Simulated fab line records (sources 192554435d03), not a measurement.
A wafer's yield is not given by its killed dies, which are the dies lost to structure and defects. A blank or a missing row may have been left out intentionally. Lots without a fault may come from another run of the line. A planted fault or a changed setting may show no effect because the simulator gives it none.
fab line records	flow n5_finfet
[record] lots = 24	wafers = 72	last_day = 19
route steps=1938 shown FIN_SAQP@111
lots with no fault: from the same line, run without faults
start_h: the number of hours between the record's first day and the start of the first shown wafer of the lot	wait_h: hours from the lot's prior step to this one	" unchanged from the row above	L1.1+2: several wafers, shown together as one row	- no value, or no start was given	* or withheld: withheld	< > ~ a bound
route shown NAME@n: a module of which the file shows steps, and the number in the route of the first	usual: mean/standard deviation of fault-free wafers	same: alike in all rows	chamber/n: place in a boat	sites: per-site readings	_std_site: standard deviation of those values	_edge_site: mean of outer sites minus mean of inner sites	radius_mm: how far each site lies from the wafer's centre	mask NAME#n: copy n	behind: the tool/chamber that last shaped the wafer	hold: cause of the lot's hold/its duration in hours/its outcome	device: names the non-switching transistor (n, p or np)	end of line: the route-end tests of the same wafers	a step with no rows: only its recipe	killed: dies lost to structure and defects at the first sort, not the wafer's yield	map: dies across one wafer; x = killed, . = not, _ = none there
set.NAME: the run value of the setting; set.NAME@STEP: its run value at that earlier step	model.NAME: the simulator's own value behind a step, which no gauge read
the route's steps for a sample of lots (tables are steps, rows are wafers)
services: from which hour (start_h, from the record's first day; less than 0 if before it) a tool's chamber was out of use, for how many hours, and why
[[steps]]
[step N5_FIN_SAQP_CD_MEAS_16]
[recipe] target_cd_nm = 35.6	landing_energy_ev = 500	detector = se_inlens
[usual] cd_nm = 35.60/0.3
lot.wafer	tool	chamber	start_h	wait_h	cd_nm
L074.2	cd_sem-03	0	23.93	-	35.91
L074.3	"	0	"	"	35.69
L074.6	"	0	"	"	35.67
L075.2	cd_sem-03	0	27.84	-	35.04
L075.3	"	0	"	"	35.78
L075.5	"	0	"	"	35.83
L076.1	cd_sem-02	0	33.37	-	35.31
L076.4	"	0	"	"	35.19
L076.5	"	0	"	"	35.51
L077.3	cd_sem-03	0	40.04	-	35.81
L077.5	"	0	"	"	35.40
L077.6	"	0	"	"	35.55
L078.1	cd_sem-01	0	48.67	-	35.89
L078.2	"	0	"	"	35.48
L078.3	"	0	"	"	35.95
L079.2	cd_sem-03	0	51.84	-	35.50
L079.4	"	0	"	"	35.25
L079.6	"	0	"	"	35.66
L080.1	cd_sem-03	0	59.13	-	35.74
L080.2	"	0	"	"	36.17
L080.6	"	0	"	"	35.34
L081.2	cd_sem-01	0	63.34	-	35.71
L081.3	"	0	"	"	35.37
L081.5	"	0	"	"	35.27
L082.4	cd_sem-03	0	69.99	-	35.54
L082.5	"	0	"	"	35.52
L082.6	"	0	"	"	35.58
L083.2	cd_sem-02	0	75.93	-	35.62
L083.3	"	0	"	"	36.00
L083.5	"	0	"	"	35.45
L084.1	cd_sem-01	0	81.55	-	35.55
L084.4	"	0	"	"	35.50
L084.6	"	0	"	"	35.67
L085.2	cd_sem-01	0	87.72	-	35.86
L085.3	"	0	"	"	35.64
L085.6	"	0	"	"	35.62
L086.2	cd_sem-02	0	94.21	-	35.68
L086.3	"	0	"	"	35.37
L086.4	"	0	"	"	35.99
L087.1	cd_sem-03	0	99.67	-	36.04
L087.2	"	0	"	"	35.60
L087.6	"	0	"	"	35.75
L088.2	cd_sem-01	0	107.42	-	36.21
L088.5	"	0	"	"	35.80
L088.6	"	0	"	"	35.53
L089.2	cd_sem-02	0	112.10	-	35.79
L089.4	"	0	"	"	35.69
L089.5	"	0	"	"	35.48
L090.2	cd_sem-01	0	118.18	-	35.99
L090.3	"	0	"	"	35.74
L090.4	"	0	"	"	35.34
L091.3	cd_sem-02	0	124.99	-	36.22
L091.4	"	0	"	"	36.04
L091.6	"	0	"	"	35.76
L092.4	cd_sem-02	0	131.11	-	34.65
L092.5	"	0	"	"	35.39
L092.6	"	0	"	"	34.85
L093.1	cd_sem-02	0	137.02	-	35.26
L093.2	"	0	"	"	35.59
L093.4	"	0	"	"	35.53
L094.1	cd_sem-03	0	142.29	-	36.09
L094.2	"	0	"	"	35.26
L094.3	"	0	"	"	35.58
L095.1	cd_sem-03	0	147.48	-	35.61
L095.4	"	0	"	"	35.42
L095.5	"	0	"	"	35.61
L096.3	cd_sem-01	0	154.67	-	35.51
L096.5	"	0	"	"	35.53
L096.6	"	0	"	"	35.98
L097.1	cd_sem-02	0	160.09	-	35.48
L097.5	"	0	"	"	35.10
L097.6	"	0	"	"	35.34
[step N5_FIN_SAQP_STRIP_55]
[recipe] chemistry = N2/H2	power_w = 500	temp_c = 40	pressure_mtorr = 50	rf_frequency_hz = 6e+07	overash_fraction = 0.3	bias_power_w = 28	h2_frac = 0.5	n2_flow_sccm = 300	h2_flow_sccm = 300
[usual] drypump_motor_current_A = 5.72/0.27	oes_product_au = 0.79/0.11	rf_vpp_V = 121.8/1.5	showerhead_plenum_p_Torr = 3.40/0.12	throttle_valve_pct = 19.0/0.37
lot.wafer	tool	chamber	start_h	wait_h	drypump_motor_current_A	oes_product_au	rf_hours_counter_h	rf_vpp_V	showerhead_plenum_p_Torr	throttle_valve_pct
L074.2	rie_diel-05	1	24.41	0.1	5.83	0.70	223	123.6	3.45	18.6
L074.3	"	2	"	"	6.15	0.94	12	120.3	3.44	18.9
L074.6	"	0	"	"	5.59	0.84	-	122.0	3.40	18.5
L075.2	rie_diel-05	3	28.31	0.1	5.96	0.71	201	119.0	3.34	19.6
L075.3	"	2	"	"	6.14	0.94	13	121.2	3.44	18.9
L075.5	"	3	"	"	5.89	0.72	-	120.3	3.34	19.6
L076.1	rie_diel-04	3	34.14	0.4	6.05	0.70	248	119.9	3.19	19.1
L076.4	"	0	"	"	5.46	0.71	177	121.4	3.34	19.1
L076.5	"	3	"	"	6.04	0.68	-	120.8	3.19	19.1
L077.3	rie_diel-04	2	41.36	0.1	5.47	0.73	169	120.4	3.23	19.4
L077.5	"	2	"	"	5.47	0.72	-	121.2	3.23	19.3
L077.6	"	0	"	"	5.53	0.71	-	120.4	3.34	19.1
L078.1	rie_diel-06	0	49.15	0.1	5.60	0.95	6	124.0	3.59	18.7
L078.2	"	3	"	"	5.27	0.71	207	120.2	3.46	19.0
L078.3	"	1	"	"	5.61	0.89	30	121.1	3.30	19.2
L079.2	rie_diel-05	2	52.32	0.1	6.13	0.93	22	123.0	3.43	18.9
L079.4	"	3	"	"	5.92	0.71	-	120.7	3.34	19.6
L079.6	"	0	"	"	5.56	0.82	-	120.5	3.39	18.5
L080.1	rie_diel-06	1	59.61	0.1	5.60	0.90	35	119.7	3.30	19.2
L080.2	"	0	"	"	5.58	0.95	11	123.0	3.59	18.8
L080.6	"	1	"	"	5.60	0.89	-	118.9	3.30	19.2
L081.2	rie_diel-05	2	63.82	0.1	6.14	0.91	27	122.5	3.43	18.9
L081.3	"	1	"	"	5.84	0.69	232	124.1	3.44	18.6
L081.5	"	3	"	"	5.86	0.71	-	120.0	3.34	19.6
L082.4	rie_diel-06	3	70.58	0.1	5.29	0.72	216	122.2	3.45	19.1
L082.5	"	2	"	"	5.78	0.99	-	125.8	3.57	18.2
L082.6	"	1	"	"	5.62	0.88	-	123.0	3.29	19.2
L083.2	rie_diel-04	0	76.63	0.3	5.42	0.70	194	122.0	3.33	19.1
L083.3	"	1	"	"	6.06	0.68	229	121.8	3.45	19.0
L083.5	"	3	"	"	6.05	0.96	-	120.8	3.59	18.7
L084.1	rie_diel-04	0	82.65	0.1	5.45	0.69	197	123.3	3.33	19.2
L084.4	"	2	"	"	5.47	0.70	186	121.9	3.22	19.4
L084.6	"	1	"	"	6.07	0.67	-	120.4	3.45	19.1
L085.2	rie_diel-04	0	88.41	0.1	5.47	0.70	199	120.3	3.33	19.2
L085.3	"	1	"	"	6.05	0.67	233	121.3	3.45	19.1
L085.6	"	1	"	"	6.05	0.67	-	122.9	3.45	19.1
L086.2	rie_diel-04	1	95.15	0.1	6.04	0.67	234	123.4	3.44	19.1
L086.3	"	3	"	"	6.05	0.94	14	125.1	3.59	18.8
L086.4	"	2	"	"	5.47	0.71	189	123.2	3.22	19.4
L087.1	rie_diel-06	2	100.15	0.1	5.77	0.92	11	121.5	3.56	18.2
L087.2	"	3	"	"	5.29	0.71	225	121.2	3.45	19.1
L087.6	"	2	"	"	5.77	0.94	-	122.0	3.56	18.2
L088.2	rie_diel-04	1	108.93	0.1	6.05	0.66	239	126.9	3.44	19.1
L088.5	"	0	"	"	5.45	0.68	-	120.6	3.33	19.2
L088.6	"	1	"	"	6.06	0.67	-	123.4	3.44	19.1
L089.2	rie_diel-06	2	112.79	0.3	5.76	0.93	16	123.7	3.56	18.2
L089.4	"	3	"	"	5.26	0.69	230	122.2	3.44	19.1
L089.5	"	1	"	"	5.63	0.86	-	120.7	3.29	19.3
L090.2	rie_diel-06	2	118.86	0.1	5.78	0.91	18	124.3	3.56	18.2
L090.3	"	0	"	"	5.59	0.89	32	123.1	3.58	18.8
L090.4	"	3	"	"	5.28	0.70	232	121.9	3.44	19.1
L091.3	rie_diel-05	3	125.59	0.1	5.95	0.69	233	122.1	3.32	19.7
L091.4	"	0	"	"	5.58	0.80	-	122.0	3.38	18.5
L091.6	"	2	"	"	6.17	0.85	-	122.3	3.42	19.0
L092.4	rie_diel-04	3	131.63	0.1	6.04	0.92	26	124.0	3.58	18.8
L092.5	"	1	"	"	6.05	0.65	-	122.5	3.44	19.1
L092.6	"	0	"	"	5.47	0.70	-	119.6	3.32	19.2
L093.1	rie_diel-05	3	137.50	0.1	5.90	0.69	239	118.9	3.32	19.7
L093.2	"	0	"	"	5.61	0.81	100	123.0	3.38	18.6
L093.4	"	3	"	"	5.88	0.69	-	120.8	3.32	19.7
L094.1	rie_diel-06	1	142.79	0.1	5.59	0.85	66	121.1	3.28	19.3
L094.2	"	2	"	"	5.77	0.91	27	120.7	3.56	18.2
L094.3	"	0	"	"	5.60	0.87	40	122.1	3.57	18.8
L095.1	rie_diel-04	0	148.08	0.2	5.46	0.68	220	119.8	3.32	19.1
L095.4	"	0	"	"	5.45	0.69	-	120.7	3.32	19.2
L095.5	"	3	"	"	6.05	0.90	-	123.6	3.58	18.8
L096.3	rie_diel-05	1	155.18	0.1	5.84	0.96	6	121.8	3.43	18.2
L096.5	"	1	"	"	5.83	0.95	-	121.5	3.43	18.2
L096.6	"	2	"	"	6.15	0.85	-	121.9	3.41	19.0
L097.1	rie_diel-04	3	160.84	0.1	6.06	0.90	40	121.8	3.57	18.8
L097.5	"	2	"	"	5.46	0.69	-	119.9	3.20	19.4
L097.6	"	3	"	"	6.05	0.89	-	122.9	3.57	18.8
[step N5_FIN_SAQP_RECESS_75]
[recipe] chemistry = HF/NH3	target = SiO2	target_depth_a = 144	afs_cycles = 3	temp_c = 30	sublimation_temp_c = 180	sublimation_time_s = 60
[usual] drypump_motor_current_A = 5.4/0.32
lot.wafer	tool	chamber	start_h	wait_h	drypump_motor_current_A
L074.2	vapor_etch-02	0	24.73	0.0	5.0
L074.3	"	1	"	"	5.7
L074.6	"	1	"	"	5.7
L075.2	vapor_etch-02	1	28.64	0.0	5.7
L075.3	"	0	"	"	5.0
L075.5	"	1	"	"	5.7
L076.1	vapor_etch-01	1	34.46	0.0	5.1
L076.4	"	1	"	"	5.1
L076.5	"	1	"	"	5.1
L077.3	vapor_etch-02	1	41.80	0.1	5.7
L077.5	"	0	"	"	5.0
L077.6	"	1	"	"	5.7
L078.1	vapor_etch-02	1	49.47	0.0	5.7
L078.2	"	0	"	"	5.0
L078.3	"	0	"	"	5.0
L079.2	vapor_etch-01	1	52.87	0.0	5.1
L079.4	"	1	"	"	5.1
L079.6	"	0	"	"	5.7
L080.1	vapor_etch-02	1	59.93	0.0	5.7
L080.2	"	0	"	"	5.0
L080.6	"	0	"	"	5.0
L081.2	vapor_etch-01	1	64.14	0.0	5.1
L081.3	"	0	"	"	5.7
L081.5	"	1	"	"	5.1
L082.4	vapor_etch-02	0	71.02	0.1	5.0
L082.5	"	0	"	"	5.0
L082.6	"	1	"	"	5.7
L083.2	vapor_etch-02	0	76.95	0.0	5.0
L083.3	"	1	"	"	5.7
L083.5	"	0	"	"	5.0
L084.1	vapor_etch-01	0	83.20	0.2	5.7
L084.4	"	0	"	"	5.7
L084.6	"	0	"	"	5.7
L085.2	vapor_etch-02	0	88.85	0.1	5.0
L085.3	"	1	"	"	5.7
L085.6	"	0	"	"	5.0
L086.2	vapor_etch-02	0	95.47	0.0	5.0
L086.3	"	1	"	"	5.7
L086.4	"	0	"	"	5.1
L087.1	vapor_etch-02	0	100.48	0.0	5.0
L087.2	"	1	"	"	5.7
L087.6	"	0	"	"	5.0
L088.2	vapor_etch-01	1	109.25	0.0	5.1
L088.5	"	0	"	"	5.7
L088.6	"	1	"	"	5.1
L089.2	vapor_etch-01	0	113.11	0.0	5.7
L089.4	"	0	"	"	5.7
L089.5	"	1	"	"	5.1
L090.2	vapor_etch-01	0	119.19	0.0	5.8
L090.3	"	0	"	"	5.7
L090.4	"	1	"	"	5.1
L091.3	vapor_etch-02	1	126.05	0.1	5.7
L091.4	"	0	"	"	5.0
L091.6	"	0	"	"	5.0
L092.4	vapor_etch-01	1	132.07	0.1	5.1
L092.5	"	0	"	"	5.7
L092.6	"	1	"	"	5.1
L093.1	vapor_etch-01	0	137.83	0.0	5.7
L093.2	"	1	"	"	5.1
L093.4	"	1	"	"	5.1
L094.1	vapor_etch-01	1	143.13	0.0	5.1
L094.2	"	0	"	"	5.7
L094.3	"	1	"	"	5.1
L095.1	vapor_etch-02	1	148.41	0.0	5.7
L095.4	"	1	"	"	5.7
L095.5	"	0	"	"	5.0
L096.3	vapor_etch-01	1	155.63	0.1	5.1
L096.5	"	0	"	"	5.7
L096.6	"	1	"	"	5.1
L097.1	vapor_etch-01	0	161.16	0.0	5.7
L097.5	"	0	"	"	5.7
L097.6	"	1	"	"	5.1
[step N5_FIN_SAQP_CD_MEAS_27]
[recipe] target_cd_nm = 20	landing_energy_ev = 1000	detector = se_inlens	polarity = line
[usual] cd_nm = 20.31/0.23
lot.wafer	tool	chamber	start_h	wait_h	cd_nm
L074.2	cd_sem-01	0	26.03	0.1	20.66
L074.3	"	0	"	"	20.46
L074.6	"	0	"	"	20.68
L075.2	cd_sem-02	0	29.94	0.1	20.37
L075.3	"	0	"	"	20.18
L075.5	"	0	"	"	20.22
L076.1	cd_sem-01	0	35.90	0.1	20.29
L076.4	"	0	"	"	20.24
L076.5	"	0	"	"	19.92
L077.3	cd_sem-03	0	43.00	0.1	19.78
L077.5	"	0	"	"	20.37
L077.6	"	0	"	"	20.09
L078.1	cd_sem-01	0	50.77	0.1	19.97
L078.2	"	0	"	"	20.64
L078.3	"	0	"	"	20.21
L079.2	cd_sem-02	0	54.17	0.1	19.96
L079.4	"	0	"	"	20.39
L079.6	"	0	"	"	20.28
L080.1	cd_sem-01	0	61.28	0.1	20.32
L080.2	"	0	"	"	20.15
L080.6	"	0	"	"	20.47
L081.2	cd_sem-02	0	65.50	0.1	20.26
L081.3	"	0	"	"	20.55
L081.5	"	0	"	"	20.22
L082.4	cd_sem-01	0	72.88	0.1	20.53
L082.5	"	0	"	"	20.32
L082.6	"	0	"	"	20.17
L083.2	cd_sem-01	0	78.29	0.1	20.19
L083.3	"	0	"	"	20.03
L083.5	"	0	"	"	20.25
L084.1	cd_sem-02	0	84.59	0.1	20.70
L084.4	"	0	"	"	20.52
L084.6	"	0	"	"	20.61
L085.2	cd_sem-03	0	92.60	0.1	20.41
L085.3	"	0	"	"	20.49
L085.6	"	0	"	"	20.66
L086.2	cd_sem-02	0	96.78	0.1	20.05
L086.3	"	0	"	"	20.44
L086.4	"	0	"	"	20.58
L087.1	cd_sem-03	0	102.03	0.1	19.97
L087.2	"	0	"	"	20.20
L087.6	"	0	"	"	20.43
L088.2	cd_sem-02	0	111.19	0.1	20.30
L088.5	"	0	"	"	20.11
L088.6	"	0	"	"	20.10
L089.2	cd_sem-02	0	114.41	0.1	20.15
L089.4	"	0	"	"	19.99
L089.5	"	0	"	"	20.28
L090.2	cd_sem-01	0	120.50	0.1	20.56
L090.3	"	0	"	"	20.33
L090.4	"	0	"	"	20.59
L091.3	cd_sem-01	0	127.68	0.1	20.52
L091.4	"	0	"	"	20.21
L091.6	"	0	"	"	20.59
L092.4	cd_sem-02	0	133.26	0.1	19.96
L092.5	"	0	"	"	20.47
L092.6	"	0	"	"	20.36
L093.1	cd_sem-02	0	139.13	0.1	20.43
L093.2	"	0	"	"	20.37
L093.4	"	0	"	"	20.25
L094.1	cd_sem-01	0	144.43	0.1	20.51
L094.2	"	0	"	"	20.54
L094.3	"	0	"	"	20.37
L095.1	cd_sem-02	0	149.91	0.1	20.38
L095.4	"	0	"	"	20.64
L095.5	"	0	"	"	20.27
L096.3	cd_sem-03	0	157.57	0.1	20.48
L096.5	"	0	"	"	20.68
L096.6	"	0	"	"	19.79
L097.1	cd_sem-01	0	162.46	0.1	20.34
L097.5	"	0	"	"	19.79
L097.6	"	0	"	"	19.98
[step N5_FIN_SAQP_RECESS_71]
[recipe] chemistry = HF/NH3	target = SiO2	target_depth_a = 30	afs_cycles = 1	temp_c = 30	sublimation_temp_c = 180	sublimation_time_s = 60
[usual] drypump_motor_current_A = 5.4/0.32
lot.wafer	tool	chamber	start_h	wait_h	drypump_motor_current_A
L074.2	vapor_etch-02	1	26.91	0.0	5.7
L074.3	"	0	"	"	5.0
L074.6	"	0	"	"	5.0
L075.2	vapor_etch-01	0	30.82	0.0	5.7
L075.3	"	0	"	"	5.8
L075.5	"	0	"	"	5.8
L076.1	vapor_etch-02	0	37.37	0.1	5.0
L076.4	"	1	"	"	5.7
L076.5	"	0	"	"	5.0
L077.3	vapor_etch-01	1	44.08	0.1	5.1
L077.5	"	0	"	"	5.7
L077.6	"	1	"	"	5.1
L078.1	vapor_etch-02	0	51.70	0.0	5.0
L078.2	"	1	"	"	5.7
L078.3	"	0	"	"	5.0
L079.2	vapor_etch-01	0	55.06	0.0	5.7
L079.4	"	0	"	"	5.8
L079.6	"	0	"	"	5.8
L080.1	vapor_etch-01	1	62.26	0.0	5.1
L080.2	"	0	"	"	5.8
L080.6	"	0	"	"	5.7
L081.2	vapor_etch-01	1	66.44	0.0	5.1
L081.3	"	0	"	"	5.7
L081.5	"	1	"	"	5.1
L082.4	vapor_etch-01	0	73.86	0.1	5.7
L082.5	"	1	"	"	5.1
L082.6	"	0	"	"	5.7
L083.2	vapor_etch-02	0	79.17	0.0	5.0
L083.3	"	1	"	"	5.7
L083.5	"	1	"	"	5.7
L084.1	vapor_etch-02	0	85.47	0.0	5.0
L084.4	"	1	"	"	5.7
L084.6	"	1	"	"	5.7
L085.2	vapor_etch-02	0	93.48	0.0	5.0
L085.3	"	1	"	"	5.7
L085.6	"	1	"	"	5.7
L086.2	vapor_etch-01	0	97.72	0.0	5.7
L086.3	"	1	"	"	5.1
L086.4	"	0	"	"	5.7
L087.1	vapor_etch-01	0	102.98	0.0	5.7
L087.2	"	1	"	"	5.1
L087.6	"	1	"	"	5.1
L088.2	vapor_etch-02	1	112.27	0.0	5.7
L088.5	"	1	"	"	5.7
L088.6	"	0	"	"	5.0
L089.2	vapor_etch-01	0	115.29	0.0	5.7
L089.4	"	0	"	"	5.7
L089.5	"	1	"	"	5.1
L090.2	vapor_etch-02	0	121.67	0.0	5.0
L090.3	"	0	"	"	5.0
L090.4	"	1	"	"	5.7
L091.3	vapor_etch-02	0	128.67	0.1	5.0
L091.4	"	1	"	"	5.7
L091.6	"	0	"	"	5.0
L092.4	vapor_etch-01	0	134.17	0.1	5.8
L092.5	"	1	"	"	5.1
L092.6	"	0	"	"	5.7
L093.1	vapor_etch-02	1	140.30	0.0	5.7
L093.2	"	0	"	"	5.0
L093.4	"	1	"	"	5.7
L094.1	vapor_etch-02	1	145.47	0.0	5.7
L094.2	"	0	"	"	5.0
L094.3	"	0	"	"	5.0
L095.1	vapor_etch-02	1	151.03	0.0	5.7
L095.4	"	1	"	"	5.7
L095.5	"	1	"	"	5.7
L096.3	vapor_etch-01	0	158.62	0.1	5.7
L096.5	"	0	"	"	5.7
L096.6	"	1	"	"	5.1
L097.1	vapor_etch-02	1	163.34	0.0	5.7
L097.5	"	1	"	"	5.7
L097.6	"	0	"	"	5.0
[step N5_FIN_SAQP_FIN_ETCH_36]
[recipe] chemistry = HBr/Cl2/O2	target_depth_a = 1200	mask_material = SiNx	time_s = 50.4	bias_w = 102	pressure_mtorr = 10	icp_w = 800	HBr_flow_sccm = 150	Cl2_flow_sccm = 80	O2_flow_sccm = 12
[usual] drypump_motor_current_A = 6.0/0.53	oes_product_au = 0.992/0.016	throttle_valve_pct = 36.0/0.34
lot.wafer	tool	chamber	start_h	wait_h	drypump_motor_current_A	oes_product_au	rf_hours_counter_h	throttle_valve_pct
L074.2	rie_si-04	2	27.91	0.0	5.8	1.009	114	35.9
L074.3	"	1	"	"	5.4	0.981	17	36.5
L074.6	"	1	"	"	5.5	0.984	-	36.5
L075.2	rie_si-06	0	32.40	0.0	6.5	0.997	88	36.2
L075.3	"	1	"	"	6.4	0.976	62	36.1
L075.5	"	1	"	"	6.4	0.974	-	36.1
L076.1	rie_si-02	2	39.02	0.0	5.6	1.018	97	35.9
L076.4	"	3	"	"	6.7	1.007	97	35.7
L076.5	"	2	"	"	5.6	1.015	-	35.9
L077.3	rie_si-02	1	45.22	0.0	6.3	0.968	47	36.5
L077.5	"	1	"	"	6.3	0.948	-	36.6
L077.6	"	3	"	"	6.7	0.988	-	35.7
L078.1	rie_si-06	1	52.70	0.0	6.4	0.992	63	36.1
L078.2	"	3	"	"	6.0	1.002	33	35.5
L078.3	"	2	"	"	6.4	1.001	8	35.6
L079.2	rie_si-02	3	58.87	0.0	6.7	1.009	98	35.7
L079.4	"	2	"	"	5.6	1.021	-	35.9
L079.6	"	3	"	"	6.7	1.002	-	35.7
L080.1	rie_si-06	3	63.55	0.0	6.0	0.999	33	35.5
L080.2	"	2	"	"	6.4	1.003	8	35.6
L080.6	"	0	"	"	6.5	1.005	-	36.2
L081.2	rie_si-04	2	67.54	0.0	5.8	1.017	115	35.9
L081.3	"	3	"	"	6.0	0.979	176	36.5
L081.5	"	0	"	"	4.8	0.973	-	35.8
L082.4	rie_si-02	2	75.20	0.0	5.5	1.000	98	35.9
L082.5	"	0	"	"	5.7	0.967	-	36.1
L082.6	"	1	"	"	6.3	0.958	-	36.5
L083.2	rie_si-04	3	80.43	0.0	6.0	0.977	176	36.5
L083.3	"	2	"	"	5.8	1.023	115	35.9
L083.5	"	3	"	"	6.0	0.980	-	36.5
L084.1	rie_si-06	1	86.62	0.0	6.4	0.976	63	36.1
L084.4	"	0	"	"	6.6	0.995	89	36.2
L084.6	"	2	"	"	6.4	0.989	-	35.6
L085.2	rie_si-04	1	95.59	0.0	5.5	0.993	18	36.5
L085.3	"	0	"	"	4.8	0.974	87	35.8
L085.6	"	3	"	"	6.0	0.987	-	36.5
L086.2	rie_si-06	0	98.83	0.0	6.5	1.006	89	36.2
L086.3	"	1	"	"	6.4	0.976	64	36.1
L086.4	"	2	"	"	6.4	0.992	9	35.7
L087.1	rie_si-06	3	105.58	0.0	6.0	1.008	34	35.5
L087.2	"	2	"	"	6.4	0.999	9	35.7
L087.6	"	1	"	"	6.4	0.986	-	36.1
L088.2	rie_si-06	1	113.34	0.0	6.4	0.993	64	36.1
L088.5	"	2	"	"	6.4	0.994	-	35.6
L088.6	"	1	"	"	6.4	0.973	-	36.1
L089.2	rie_si-04	3	116.40	0.0	6.0	0.975	176	36.5
L089.4	"	0	"	"	4.8	0.984	87	35.8
L089.5	"	0	"	"	4.8	0.977	-	35.8
L090.2	rie_si-04	3	123.20	0.0	6.0	0.978	177	36.5
L090.3	"	0	"	"	4.8	0.970	87	35.8
L090.4	"	1	"	"	5.4	0.991	19	36.5
L091.3	rie_si-06	1	130.20	0.0	6.4	0.982	64	36.1
L091.4	"	3	"	"	6.0	1.021	35	35.5
L091.6	"	2	"	"	6.4	0.991	-	35.7
L092.4	rie_si-02	2	136.00	0.0	5.6	1.013	99	35.9
L092.5	"	0	"	"	5.7	0.988	-	36.0
L092.6	"	1	"	"	6.3	0.965	-	36.6
L093.1	rie_si-06	2	141.68	0.0	6.4	0.994	9	35.6
L093.2	"	3	"	"	6.0	1.018	35	35.5
L093.4	"	0	"	"	6.5	1.012	90	36.2
L094.1	rie_si-04	1	146.58	0.0	5.5	0.999	19	36.5
L094.2	"	3	"	"	6.0	0.989	177	36.5
L094.3	"	2	"	"	5.8	1.012	116	35.9
L095.1	rie_si-04	3	152.07	0.0	6.0	0.991	177	36.4
L095.4	"	1	"	"	5.5	1.001	19	36.5
L095.5	"	3	"	"	6.0	0.982	-	36.5
L096.3	rie_si-02	3	159.63	0.0	6.7	0.994	99	35.7
L096.5	"	3	"	"	6.7	0.997	-	35.7
L096.6	"	1	"	"	6.3	0.953	-	36.5
L097.1	rie_si-02	3	164.78	0.0	6.7	1.001	100	35.7
L097.5	"	1	"	"	6.3	0.963	-	36.5
L097.6	"	2	"	"	5.6	1.022	-	35.9
[[services]]
tool	chamber	start_h	hours	kind
vapor_etch-02	-	7.39	0.2	repair
rie_diel-06	0	10.03	3.8	repair
rie_diel-05	0	11.61	10.1	repair
rie_diel-06	-	19.24	2.8	pm
rie_si-02	-	22.86	15.6	pm
rie_diel-05	1	25.53	12.9	repair
rie_diel-05	2	33.92	5.1	repair
rie_diel-05	3	34.05	15.0	repair
rie_si-04	1	36.53	6.8	repair
rie_diel-04	3	38.73	-	clean
rie_diel-04	3	38.73	-	consumable_replace:focus_ring
rie_diel-04	3	38.73	-	consumable_replace:showerhead
rie_diel-04	3	38.73	18.4	scheduled_down
rie_diel-04	3	38.73	18.4	vent_cycle
rie_si-02	0	42.45	17.5	repair
rie_diel-04	1	43.45	2.5	repair
rie_diel-04	-	48.49	0.8	repair
rie_diel-05	1	51.58	5.4	repair
rie_si-06	-	60.23	0.9	repair
rie_si-02	3	62.56	3.8	repair
rie_diel-05	3	87.35	1.4	repair
rie_si-04	1	87.74	6.0	repair
rie_si-06	3	117.93	1.1	repair
rie_diel-04	0	120.85	5.2	repair
[[key]]
fault none
